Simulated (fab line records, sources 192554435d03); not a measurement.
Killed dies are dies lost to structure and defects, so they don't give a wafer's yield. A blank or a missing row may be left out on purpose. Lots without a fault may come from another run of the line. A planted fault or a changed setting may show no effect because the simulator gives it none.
Which tool did it? | flow n5_finfet | 11 lots, 33 wafers sampled, at 5 steps of a route of 1938

WHAT THE GAUGES READ, wafer by wafer
N5_ILD0_THK_MEAS_13.
lot  | measured    | on            | thk_nm (nm)
L075 | day 4 01:22 | film_metro-01 | 14.1 14.7 14.8
L077 | day 4 15:38 | film_metro-02 | 18.9 18.5 18.1
L079 | day 5 01:07 | film_metro-01 | 18.5 19.4 18.7
L081 | day 5 23:08 | film_metro-01 | 16.5 16.9 16.8
L083 | day 6 03:49 | film_metro-01 | 16.4 14.9 15.8
L085 | day 6 19:02 | film_metro-02 | 17.1 16.4 17.4
L087 | day 7 06:10 | film_metro-02 | 16.6 19.5 19.9
L089 | day 7 14:49 | film_metro-01 | 17.9 14.8 16.9
L091 | day 7 23:21 | film_metro-02 | 19.5 17.1 16.9
L093 | day 8 12:27 | film_metro-01 | 18.1 18.8 18.3
L096 | day 9 10:18 | film_metro-01 | 17.4 19.3 17.0

WHICH TOOL RAN EACH LOT (tool, then ch and the chambers of the sampled wafers, then the start)
lot  | N5_SD_EPI_N_ETCH_34               | N5_SD_EPI_N_ETCH_16               | N5_SD_EPI_N_VAPOR_ETCH_50      | N5_ILD0_ALD_15
L075 | rie_diel-01 ch 2,3, day 3 09:14   | rie_diel-01 ch 2,3, day 3 09:49   | epi_rpcvd-04 ch 0, day 3 10:53 | ald_sin-02 ch 0,2, day 3 22:53
L077 | rie_diel-03 ch 0,1,2, day 3 22:47 | rie_diel-03 ch 0,1,2, day 3 23:22 | epi_rpcvd-03 ch 0, day 4 00:22 | ald_sin-04 ch 1,3, day 4 13:08
L079 | rie_diel-05 ch 0,1, day 4 06:43   | rie_diel-05 ch 0,1, day 4 07:17   | epi_rpcvd-02 ch 0, day 4 08:23 | ald_sin-04 ch 0,1,2, day 4 22:37
L081 | rie_diel-01 ch 1,2,3, day 5 05:14 | rie_diel-01 ch 1,2,3, day 5 05:49 | epi_rpcvd-02 ch 0, day 5 07:16 | ald_sin-01 ch 0,2,3, day 5 20:38
L083 | rie_diel-01 ch 0,1, day 5 10:43   | rie_diel-01 ch 0,1, day 5 11:17   | epi_rpcvd-02 ch 0, day 5 12:20 | ald_sin-01 ch 2,3, day 6 01:19
L085 | rie_diel-05 ch 1,2, day 6 02:21   | rie_diel-05 ch 1,2, day 6 02:56   | epi_rpcvd-04 ch 0, day 6 04:01 | ald_sin-01 ch 0,3, day 6 16:32
L087 | rie_diel-01 ch 0,1,2, day 6 13:56 | rie_diel-01 ch 0,1,2, day 6 14:31 | epi_rpcvd-04 ch 0, day 6 15:34 | ald_sin-04 ch 0,2,3, day 7 03:40
L089 | rie_diel-03 ch 0,1,3, day 6 23:38 | rie_diel-03 ch 0,1,3, day 7 00:13 | epi_rpcvd-04 ch 0, day 7 01:07 | ald_sin-01 ch 2,3, day 7 12:20
L091 | rie_diel-03 ch 0,1, day 7 07:54   | rie_diel-03 ch 0,1, day 7 08:47   | epi_rpcvd-03 ch 0, day 7 09:43 | ald_sin-01 ch 0,2, day 7 20:52
L093 | rie_diel-05 ch 0,2,3, day 7 20:20 | rie_diel-05 ch 0,2,3, day 7 20:55 | epi_rpcvd-04 ch 0, day 7 21:52 | ald_sin-04 ch 0,2, day 8 09:57
L096 | rie_diel-01 ch 0,1,3, day 8 17:41 | rie_diel-01 ch 0,1,3, day 8 18:16 | epi_rpcvd-03 ch 0, day 8 19:16 | ald_sin-02 ch 0,2,3, day 9 07:47
- N5_SD_EPI_N_ETCH_34: etches SiARC in CF4, target depth 45.5 nm, time 75.8 s.
- N5_SD_EPI_N_ETCH_16: etches SiO2 in CHF3/O2, target depth 5 nm.
- N5_SD_EPI_N_VAPOR_ETCH_50: etches Si in HCl, time 54 s.
- N5_ILD0_ALD_15: deposits SiNx, target thk 24 nm, pulse time 1 s, ald cycles 480.

THE ANSWER, worked out from the rows above alone
Rule: what is usual is taken from the lots themselves. Put in order of their means at a reading, lots are off if they are a third of the lots or fewer, leave a main group of 4 or more, and stand apart from it by a gap of 3 or more times the standard deviation of the main group's means; of several such gaps the widest counts. A main group whose means are all the same, to the digits that the tables above print for the reading, isn't used. A lot without any number at a reading at which 4 lots or more have one is off too. The other lots that the step has rows for count as sound.
No lot is off at any reading shown: from this, nothing can be told.

WHAT THE SIMULATOR HAD PUT IN
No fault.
